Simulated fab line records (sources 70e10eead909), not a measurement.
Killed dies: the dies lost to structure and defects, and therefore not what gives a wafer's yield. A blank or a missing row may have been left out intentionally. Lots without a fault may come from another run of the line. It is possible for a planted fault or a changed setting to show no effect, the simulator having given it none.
fab line records + flow nand-harc
[record]
- lots = 12
- wafers = 36
- last-day = 24
route steps=1159 shown A_SGD_CUT@764 A_M1@1049 END@1158
lots untouched by any fault: they come from a run of this same line in which no faults occurred
start-h: the number of hours between the record's first day and the start of the first shown wafer of the lot + wait-h: how many hours have passed since the lot's step before this one + " repeats the value in the row above + L1.1+2: one row covering several wafers at once + - either no value or no given start + * or withheld: withheld + < > ~ a bound
route shown NAME@n: a module of which the file shows steps, and the number in the route of the first + usual: mean and standard deviation over wafers with no fault + same: alike in all rows + chamber/n: place in a boat + sites: per-site readings + _std_site: standard deviation across them + _edge_site: inner sites' mean taken away from outer sites' mean + radius-mm: for every site, how far away it sits from the centre of the wafer + mask NAME#n: copy n + behind: the tool/chamber that last shaped the wafer + hold: why the lot was held/for how many hours/how that ended + device: transistor that didn't switch, given as n, p or np + end of line: the route-end tests of the same wafers + where a step has no rows: the recipe by itself + killed: at the first sort, the dies lost to defects and structure; wafer yield is something else + map: per-die view of a wafer (x killed, . not killed, _ where there is no die)
set.NAME: the setting the step ran with; set.NAME@STEP: the setting that earlier step ran with + model.NAME: the simulator's own value behind a step, which no gauge read
route steps across a sampled set of lots; one table per step, one row per wafer
services: when a tool's chamber went out of use (start-h, in hours from the record's first day, below 0 if earlier), for how many hours, and the reason
[[steps]]
[step NHARC_A_SGD_CUT_ETCH_15]
[recipe]
- target-depth-a = 750
- time-s = 64.3
- ch3f-flow-sccm = 50
- o2-flow-sccm = 30
- ar-flow-sccm = 200
- rf-w = 500
- bias-w = 100
- chemistry = CH3F/O2
[usual]
- drypump-motor-current-A = 5.7/0.45
- oes-product-au = 0.968/0.017
- rf-vpp-V = 264.2/1.4
- showerhead-plenum-p-Torr = 2.48/0.077
- throttle-valve-pct = 20.663/0.0096
| lot.wafer | tool        | chamber | start-h | wait-h | drypump-motor-current-A | oes-product-au | rf-hours-counter-h | rf-vpp-V | showerhead-plenum-p-Torr | throttle-valve-pct |
|-----------|-------------|---------|---------|--------|-------------------------|----------------|--------------------|----------|--------------------------|--------------------|
| L504.2    | rie-diel-12 | 3       | 317.20  | -      | 4.9                     | 0.982          | 9                  | 263.8    | 2.45                     | 20.667             |
| L504.4    | "           | 0       | "       | "      | 5.7                     | 0.981          | 10                 | 265.8    | 2.53                     | 20.662             |
| L504.6    | "           | 2       | "       | "      | 6.1                     | 0.963          | -                  | 262.5    | 2.37                     | 20.660             |
| L506.1    | rie-diel-04 | 1       | 317.65  | -      | 5.4                     | 0.946          | 1                  | 265.0    | 2.49                     | 20.683             |
| L506.2    | "           | 3       | "       | "      | 5.5                     | 0.978          | 1                  | 262.9    | 2.46                     | 20.687             |
| L506.5    | "           | 2       | "       | "      | 5.8                     | 0.953          | -                  | 263.4    | 2.49                     | 20.673             |
| L508.1    | rie-diel-01 | 1       | 322.14  | -      | 6.2                     | 0.977          | 17                 | 265.5    | 2.63                     | 20.661             |
| L508.3    | "           | 2       | "       | "      | 6.2                     | 0.976          | 18                 | 264.5    | 2.60                     | 20.655             |
| L508.6    | "           | 0       | "       | "      | 5.4                     | 0.980          | -                  | 264.2    | 2.44                     | 20.669             |
| L507.3    | rie-diel-12 | 3       | 334.14  | -      | 4.9                     | 0.927          | 11                 | 264.1    | 2.45                     | 20.671             |
| L507.2    | "           | 0       | "       | "      | 5.7                     | 0.933          | 12                 | 265.1    | 2.53                     | 20.677             |
| L507.4    | "           | 1       | "       | "      | 5.6                     | 0.936          | 12                 | 266.1    | 2.57                     | 20.659             |
| L510.4    | rie-diel-12 | 0       | 349.22  | -      | 5.7                     | 0.962          | 14                 | 264.9    | 2.53                     | 20.657             |
| L510.3    | "           | 1       | "       | "      | 5.6                     | 0.964          | 13                 | 265.4    | 2.57                     | 20.663             |
| L510.2    | "           | 3       | "       | "      | 4.8                     | 0.977          | 12                 | 265.2    | 2.45                     | 20.681             |
| L511.1    | rie-diel-12 | 0       | 367.55  | -      | 5.7                     | 0.993          | 15                 | 264.0    | 2.53                     | 20.673             |
| L511.5    | "           | 2       | "       | "      | 6.1                     | 0.973          | -                  | 261.1    | 2.36                     | 20.665             |
| L511.6    | "           | 3       | "       | "      | 4.8                     | 0.974          | -                  | 263.9    | 2.45                     | 20.656             |
| L515.4    | rie-diel-04 | 3       | 380.45  | -      | 5.5                     | 0.975          | 6                  | 262.2    | 2.45                     | 20.659             |
| L515.1    | "           | 0       | "       | "      | 6.5                     | 0.965          | 5                  | 263.1    | 2.47                     | 20.673             |
| L515.2    | "           | 1       | "       | "      | 5.4                     | 0.991          | 6                  | 265.2    | 2.49                     | 20.651             |
| L519.1    | rie-diel-12 | 1       | 402.77  | -      | 5.6                     | 0.975          | 2                  | 266.6    | 2.57                     | 20.663             |
| L519.3    | "           | 3       | "       | "      | 4.8                     | 0.986          | 2                  | 263.2    | 2.45                     | 20.652             |
| L519.5    | "           | 2       | "       | "      | 6.1                     | 0.968          | -                  | 261.6    | 2.36                     | 20.663             |
| L521.2    | rie-diel-04 | 3       | 415.39  | -      | 5.5                     | 0.975          | 8                  | 262.7    | 2.45                     | 20.668             |
| L521.3    | "           | 0       | "       | "      | 6.5                     | 0.983          | 8                  | 265.7    | 2.47                     | 20.673             |
| L521.6    | "           | 3       | "       | "      | 5.5                     | 0.990          | -                  | 264.1    | 2.45                     | 20.647             |
| L520.4    | rie-diel-04 | 1       | 415.90  | -      | 5.4                     | 0.949          | 9                  | 264.3    | 2.49                     | 20.664             |
| L520.5    | "           | 2       | "       | "      | 5.8                     | 0.970          | -                  | 264.5    | 2.49                     | 20.663             |
| L520.6    | "           | 3       | "       | "      | 5.5                     | 0.952          | -                  | 264.3    | 2.45                     | 20.672             |
| L522.1    | rie-diel-04 | 0       | 448.77  | -      | 6.5                     | 0.961          | 11                 | 265.2    | 2.47                     | 20.663             |
| L522.4    | "           | 1       | "       | "      | 5.4                     | 0.954          | 12                 | 264.1    | 2.49                     | 20.651             |
| L522.3    | "           | 3       | "       | "      | 5.5                     | 0.952          | 11                 | 264.1    | 2.45                     | 20.668             |
| L525.2    | rie-diel-01 | 3       | 448.88  | -      | 5.6                     | 0.963          | 14                 | 263.4    | 2.33                     | 20.660             |
| L525.5    | "           | 3       | "       | "      | 5.6                     | 0.969          | -                  | 261.7    | 2.33                     | 20.676             |
| L525.6    | "           | 0       | "       | "      | 5.4                     | 0.983          | -                  | 263.4    | 2.43                     | 20.674             |
[step NHARC_A_M1_PVD_21]
[recipe]
- target-thk-a = 300
- chamber-pressure-pa = 5
- power-w = 5000
- substrate-temp-c = 30
- time-s = 20.49
- material = Cu
[usual]
- cathode-dc-power-W = 5000.0/0.92
- throttle-valve-pct = 29.6/1.1
| lot.wafer | tool           | chamber | start-h | wait-h | cathode-dc-power-W | throttle-valve-pct |
|-----------|----------------|---------|---------|--------|--------------------|--------------------|
| L504.2    | pvd-sputter-03 | -       | -       | -      | 5000.2             | 28.9               |
| L504.4    | "              | -       | "       | "      | 4999.7             | 28.0               |
| L504.6    | "              | -       | "       | "      | 4999.2             | 28.6               |
| L506.2    | pvd-sputter-03 | -       | -       | -      | 5000.0             | 27.8               |
| L506.1    | "              | -       | "       | "      | 5000.2             | 29.2               |
| L506.5    | "              | -       | "       | "      | 4999.9             | 29.3               |
| L508.3    | pvd-sputter-01 | -       | -       | -      | 5002.4             | 30.0               |
| L508.1    | "              | -       | "       | "      | 5000.2             | 28.9               |
| L508.6    | "              | -       | "       | "      | 5000.8             | 30.1               |
| L507.4    | pvd-sputter-02 | -       | -       | -      | 4999.5             | 28.0               |
| L507.2    | "              | -       | "       | "      | 4999.0             | 30.1               |
| L507.3    | "              | -       | "       | "      | 5000.5             | 30.1               |
| L510.2    | pvd-sputter-02 | -       | -       | -      | 4999.5             | 28.2               |
| L510.4    | "              | -       | "       | "      | 4999.2             | 31.2               |
| L510.3    | "              | -       | "       | "      | 4998.6             | 30.4               |
| L511.1    | pvd-sputter-03 | -       | -       | -      | 4998.4             | 29.1               |
| L511.5    | "              | -       | "       | "      | 5001.3             | 27.8               |
| L511.6    | "              | -       | "       | "      | 4998.3             | 29.3               |
| L515.2    | pvd-sputter-01 | -       | -       | -      | 5000.0             | 30.0               |
| L515.4    | "              | -       | "       | "      | 4998.6             | 30.9               |
| L515.1    | "              | -       | "       | "      | 5000.8             | 28.4               |
| L519.1    | pvd-sputter-02 | -       | -       | -      | 4999.0             | 28.4               |
| L519.3    | "              | -       | "       | "      | 4999.8             | 30.2               |
| L519.5    | "              | -       | "       | "      | 4999.7             | 28.2               |
| L520.4    | pvd-sputter-03 | -       | -       | -      | 4999.8             | 30.0               |
| L520.5    | "              | -       | "       | "      | 5000.1             | 30.1               |
| L520.6    | "              | -       | "       | "      | 5000.2             | 28.0               |
| L521.3    | pvd-sputter-02 | -       | -       | -      | 4999.8             | 28.4               |
| L521.2    | "              | -       | "       | "      | 5000.0             | 30.5               |
| L521.6    | "              | -       | "       | "      | 4999.8             | 28.4               |
| L522.3    | pvd-sputter-02 | -       | -       | -      | 4999.0             | 31.0               |
| L522.4    | "              | -       | "       | "      | 5000.1             | 30.5               |
| L522.1    | "              | -       | "       | "      | 5001.5             | 28.4               |
| L525.2    | pvd-sputter-01 | -       | -       | -      | 5000.3             | 29.0               |
| L525.6    | "              | -       | "       | "      | 5000.8             | 29.5               |
| L525.5    | "              | -       | "       | "      | 4999.3             | 31.1               |
[step NHARC_END_WLT_00]
[usual]
- VT_DECK1_BOTTOM = 0.873/0.0067
- VT_DECK1_BOTTOM_INNER = 0.871/0.0066
- VT_DECK1_MEDIAN_NEAR_BOTTOM = 0.873/0.0065
- VT_DECK1_MEDIAN_NEAR_BOTTOM_INNER = 0.873/0.0067
- VT_DECK1_MIDDLE = 0.884/0.0062
- VT_DECK1_MIDDLE_INNER = 0.883/0.0066
- VT_DECK1_TOP = 0.894/0.0064
- VT_DECK1_TOP_INNER = 0.895/0.0064
| lot.wafer | tool      | chamber | start-h | wait-h | VT_DECK1_BOTTOM | VT_DECK1_BOTTOM_INNER | VT_DECK1_MEDIAN_NEAR_BOTTOM | VT_DECK1_MEDIAN_NEAR_BOTTOM_INNER | VT_DECK1_MIDDLE | VT_DECK1_MIDDLE_INNER | VT_DECK1_TOP | VT_DECK1_TOP_INNER |
|-----------|-----------|---------|---------|--------|-----------------|-----------------------|-----------------------------|-----------------------------------|-----------------|-----------------------|--------------|--------------------|
| L506.1    | prober-02 | -       | 445.72  | 0.4    | 0.863           | 0.875                 | 0.873                       | 0.875                             | 0.883           | 0.876                 | 0.895        | 0.888              |
| L506.2    | "         | -       | "       | "      | 0.872           | 0.872                 | 0.876                       | 0.869                             | 0.875           | 0.875                 | 0.889        | 0.897              |
| L506.5    | "         | -       | 447.73  | 2.4    | 0.869           | 0.865                 | 0.867                       | 0.868                             | 0.888           | 0.884                 | 0.886        | 0.890              |
| L504.2    | prober-01 | -       | 446.20  | 10.2   | 0.879           | 0.872                 | 0.872                       | 0.873                             | 0.885           | 0.879                 | 0.894        | 0.907              |
| L504.4    | "         | -       | 447.21  | 11.2   | 0.870           | 0.867                 | 0.874                       | 0.878                             | 0.884           | 0.884                 | 0.891        | 0.902              |
| L504.6    | "         | -       | 448.22  | 12.2   | 0.865           | 0.870                 | 0.867                       | 0.871                             | 0.884           | 0.882                 | 0.896        | 0.890              |
| L508.1    | prober-01 | -       | 453.57  | 4.3    | 0.869           | 0.875                 | 0.871                       | 0.876                             | 0.885           | 0.884                 | 0.887        | 0.895              |
| L508.3    | "         | -       | 454.57  | 5.3    | 0.879           | 0.883                 | 0.872                       | 0.876                             | 0.891           | 0.886                 | 0.897        | 0.900              |
| L508.6    | "         | -       | 456.06  | 6.8    | 0.866           | 0.863                 | 0.883                       | 0.876                             | 0.886           | 0.875                 | 0.898        | 0.893              |
| L507.2    | prober-02 | -       | 461.75  | 6.6    | 0.872           | 0.867                 | 0.858                       | 0.864                             | 0.878           | 0.880                 | 0.890        | 0.894              |
| L507.3    | "         | -       | "       | "      | 0.873           | 0.877                 | 0.872                       | 0.871                             | 0.876           | 0.885                 | 0.891        | 0.893              |
| L507.4    | "         | -       | "       | "      | 0.869           | 0.873                 | 0.870                       | 0.873                             | 0.878           | 0.876                 | 0.881        | 0.890              |
| L511.1    | prober-02 | -       | 479.62  | 0.0    | 0.867           | 0.866                 | 0.869                       | 0.868                             | 0.881           | 0.881                 | 0.897        | 0.877              |
| L511.5    | "         | -       | 481.66  | 2.1    | 0.873           | 0.866                 | 0.870                       | 0.864                             | 0.884           | 0.882                 | 0.885        | 0.888              |
| L511.6    | "         | -       | "       | "      | 0.873           | 0.869                 | 0.865                       | 0.869                             | 0.876           | 0.883                 | 0.887        | 0.882              |
| L510.2    | prober-01 | -       | 480.12  | 0.5    | 0.884           | 0.878                 | 0.884                       | 0.881                             | 0.893           | 0.890                 | 0.899        | 0.896              |
| L510.3    | "         | -       | "       | "      | 0.877           | 0.870                 | 0.867                       | 0.871                             | 0.884           | 0.891                 | 0.885        | 0.888              |
| L510.4    | "         | -       | "       | "      | 0.868           | 0.868                 | 0.874                       | 0.870                             | 0.886           | 0.893                 | 0.899        | 0.889              |
| L515.1    | prober-02 | -       | 508.82  | 7.8    | 0.872           | 0.872                 | 0.876                       | 0.869                             | 0.885           | 0.884                 | 0.899        | 0.893              |
| L515.2    | "         | -       | "       | "      | 0.870           | 0.880                 | 0.877                       | 0.869                             | 0.883           | 0.878                 | 0.894        | 0.891              |
| L515.4    | "         | -       | 510.33  | 9.3    | 0.875           | 0.868                 | 0.870                       | 0.876                             | 0.899           | 0.888                 | 0.890        | 0.899              |
| L519.1    | prober-02 | -       | 533.28  | 0.1    | 0.869           | 0.868                 | 0.877                       | 0.869                             | 0.878           | 0.881                 | 0.884        | 0.885              |
| L519.3    | "         | -       | 534.28  | 1.1    | 0.866           | 0.872                 | 0.870                       | 0.866                             | 0.873           | 0.878                 | 0.890        | 0.893              |
| L519.5    | "         | -       | 535.29  | 2.1    | 0.868           | 0.875                 | 0.871                       | 0.867                             | 0.876           | 0.883                 | 0.888        | 0.885              |
| L521.2    | prober-02 | -       | 541.56  | 2.6    | 0.870           | 0.868                 | 0.871                       | 0.870                             | 0.883           | 0.884                 | 0.896        | 0.884              |
| L521.3    | "         | -       | "       | "      | 0.879           | 0.875                 | 0.869                       | 0.875                             | 0.886           | 0.887                 | 0.905        | 0.897              |
| L521.6    | "         | -       | 543.57  | 4.6    | 0.872           | 0.870                 | 0.869                       | 0.875                             | 0.879           | 0.884                 | 0.896        | 0.899              |
| L520.4    | prober-01 | -       | 542.57  | 3.6    | 0.878           | 0.881                 | 0.876                       | 0.876                             | 0.891           | 0.894                 | 0.897        | 0.902              |
| L520.5    | "         | -       | "       | "      | 0.885           | 0.877                 | 0.886                       | 0.881                             | 0.889           | 0.895                 | 0.904        | 0.899              |
| L520.6    | "         | -       | "       | "      | 0.884           | 0.880                 | 0.882                       | 0.886                             | 0.899           | 0.897                 | 0.907        | 0.903              |
| L522.1    | prober-01 | -       | 571.12  | 0.0    | 0.868           | 0.866                 | 0.878                       | 0.877                             | 0.888           | 0.889                 | 0.889        | 0.897              |
| L522.3    | "         | -       | "       | "      | 0.870           | 0.870                 | 0.867                       | 0.869                             | 0.883           | 0.874                 | 0.896        | 0.901              |
| L522.4    | "         | -       | "       | "      | 0.875           | 0.866                 | 0.868                       | 0.875                             | 0.888           | 0.875                 | 0.888        | 0.895              |
| L525.2    | prober-02 | -       | 574.95  | 0.6    | 0.882           | 0.881                 | 0.873                       | 0.875                             | 0.879           | 0.886                 | 0.898        | 0.898              |
| L525.5    | "         | -       | 576.42  | 2.0    | 0.878           | 0.876                 | 0.880                       | 0.882                             | 0.888           | 0.894                 | 0.899        | 0.902              |
| L525.6    | "         | -       | "       | "      | 0.875           | 0.872                 | 0.880                       | 0.878                             | 0.889           | 0.891                 | 0.897        | 0.898              |
[step NHARC_END_SORT_01]
[recipe]
- temp-c = 25
[usual]
- killed-at-array = 28/12
- killed-at-other = 0.8/1.1
- killed-at-periphery = 3.6/2.3
- killed-dies = 32/12
- killed-open = 3.4/1.9
- killed-short = 2.0/1.3
[same]
- gross-dies = 677
| lot.wafer | tool      | chamber | start-h | wait-h | killed-at-array | killed-at-other | killed-at-periphery | killed-dies | killed-open | killed-short |
|-----------|-----------|---------|---------|--------|-----------------|-----------------|---------------------|-------------|-------------|--------------|
| L519.1    | prober-02 | 0       | 536.29  | 2.5    | 53              | 2               | 4                   | 59          | 3           | 2            |
| L519.3    | prober-02 | 0       | 537.88  | 3.1    | 127             | 3               | 7                   | 137         | 3           | 3            |
| L519.5    | prober-02 | 0       | 539.47  | 3.7    | 42              | 1               | 4                   | 47          | 4           | 3            |
// killed by level:class
L519.1 A_SLIT:chamber-film-flake=21 A_STAIRCASE:chamber-film-flake=12 A_CHANNEL_HOLE_D1:chamber-film-flake=9 A_CONTACT:chamber-film-flake=7 P_ZERO_WELL:chamber-film-flake=3 A_CONTACT:geometric-particle:open=2 P_M0:geometric-particle:open=1 A_ONON_D1:geometric-particle:short=1
L519.3 A_SGD_CUT:unspecified=94 A_SLIT:chamber-film-flake=13 A_STAIRCASE:chamber-film-flake=8 A_CHANNEL_HOLE_D1:chamber-film-flake=5 P_ZERO_WELL:chamber-film-flake=4 A_CONTACT:chamber-film-flake=3 THIN_TSV:chamber-film-flake=3 P_CONTACT:geometric-particle:short=1
L519.5 A_SLIT:chamber-film-flake=18 A_STAIRCASE:chamber-film-flake=8 A_CHANNEL_HOLE_D1:chamber-film-flake=7 P_ZERO_WELL:chamber-film-flake=3 A_WL_FILL:geometric-particle:short=2 A_WL_FILL:chamber-film-flake=2 P_CONTACT:geometric-particle:short=1 A_ONON_D1:geometric-particle:open=1
[[services]]
| tool           | chamber | start-h | hours | kind   |
|----------------|---------|---------|-------|--------|
| pvd-sputter-02 | -       | 310.37  | 3.2   | repair |
| rie-diel-04    | -       | 311.82  | 0.5   | repair |
| pvd-sputter-01 | -       | 314.82  | 0.5   | repair |
| pvd-sputter-01 | -       | 320.32  | 4.7   | repair |
| rie-diel-01    | -       | 323.07  | 9.0   | pm     |
| rie-diel-12    | -       | 323.75  | 0.6   | repair |
| rie-diel-04    | 2       | 332.87  | 2.9   | repair |
| pvd-sputter-01 | -       | 336.02  | 10.0  | pm     |
| rie-diel-04    | -       | 369.76  | 1.0   | repair |
| pvd-sputter-02 | -       | 370.83  | 3.6   | repair |
| rie-diel-04    | 2       | 373.23  | 4.6   | repair |
| rie-diel-12    | -       | 379.43  | 9.0   | pm     |
| pvd-sputter-03 | -       | 380.24  | 1.5   | repair |
| pvd-sputter-02 | -       | 392.02  | 10.0  | pm     |
| pvd-sputter-03 | -       | 393.57  | 0.7   | repair |
| rie-diel-01    | -       | 405.94  | 2.3   | repair |
| pvd-sputter-03 | -       | 420.85  | 6.7   | repair |
| pvd-sputter-01 | -       | 428.68  | 8.1   | repair |
| pvd-sputter-03 | -       | 458.00  | 10.0  | pm     |
| rie-diel-04    | -       | 466.13  | 9.0   | pm     |
| rie-diel-01    | -       | 500.10  | 9.0   | pm     |
| pvd-sputter-01 | -       | 514.02  | 10.0  | pm     |
| rie-diel-12    | 2       | 515.41  | 1.7   | repair |
| rie-diel-01    | 1       | 538.93  | 6.6   | repair |
[[key]]
[first-sign]
- step = NHARC_END_SORT_01
- reading = killed-dies
- direction = up
- sigmas = 9.1
- usual = 32
- struck = 137
[effect]
- step = NHARC_END_SORT_01
- reading = killed-at-array
- direction = up
- sigmas = 8.5
- usual = 28
- struck = 127
[more-kills-born-at]
- NHARC_A_SGD_CUT_ETCH_15@rie-diel-12 = 94
met-at NHARC_A_SGD_CUT_ETCH_15
struck-lots L519
struck-wafers L519.3
tester-left-out L519
not-acting-at NHARC_A_M1_PVD_21,NHARC_END_WLT_00
onset-between 367.55 402.77
[fault]
- kind = chamber-particle-source
- tool = rie-diel-12
- chamber = 3
- onset-h = 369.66
- steps = NHARC_A_SGD_CUT_ETCH_15
- rate-per-visit-cm2 = 1.8119
- end-h = 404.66
// tester-left-out: of these lots the tester's yield and bins aren't shown, on N5 and GAA mostly nor the transistor test; their killed dies are dies lost to structure and defects alone, not to doping, threshold or leakage, so they don't give the yield
